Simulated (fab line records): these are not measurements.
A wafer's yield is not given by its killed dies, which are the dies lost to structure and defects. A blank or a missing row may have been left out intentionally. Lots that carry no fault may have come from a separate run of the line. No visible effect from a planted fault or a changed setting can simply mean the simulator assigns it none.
Matching of chambers    flow n5-finfet    N5_BEOL_M5_DESCUM_33 on rie-diel-05: 4 sister chambers
The step chemistry O2, time 7 s. 4 wafers are shown with their chamber, then 10 later ones without.

== WAFERS WITH THEIR CHAMBER ==
wafer   chamber  showerhead-plenum-p-Torr (Torr)
L086.2  0        2.01
L086.4  1        2.07
L089.2  2        2.11
L089.3  3        2.21

== WAFERS WITHOUT THEIR CHAMBER ==
wafer   showerhead-plenum-p-Torr (Torr)
L089.6  2.21
L090.4  2.00
L090.5  2.21
L090.6  2.06
L092.1  2.06
L092.2  2.21
L092.4  2.06
L096.1  2.00
L096.2  2.21
L096.3  2.11

== WHICH CHAMBER EACH ONE RAN IN ==
wafer   from the rows above  in truth
L089.6  3                    3
L090.4  0                    0
L090.5  3                    3
L090.6  1                    1
L092.1  1                    1
L092.2  3                    3
L092.4  1                    1
L096.1  0                    0
L096.2  3                    3
L096.3  2                    2
Placed correctly: 10 of 10. From these rows, 0 cannot be placed. Placed wrongly: 0.
How it was worked out, from the rows above alone: a wafer's distance from a chamber is the root of the sum, over the readings, of the square of ((its reading less the chamber's mean) divided by the reading's scatter). If the next closest chamber is less than 2 further off than the closest, the wafer can't be placed; otherwise it belongs to the closest. A chamber's mean is the mean of its shown wafers. The scatter: with one shown wafer a chamber, the root of the mean of the squares of how far each hidden wafer lies from its nearest shown one.
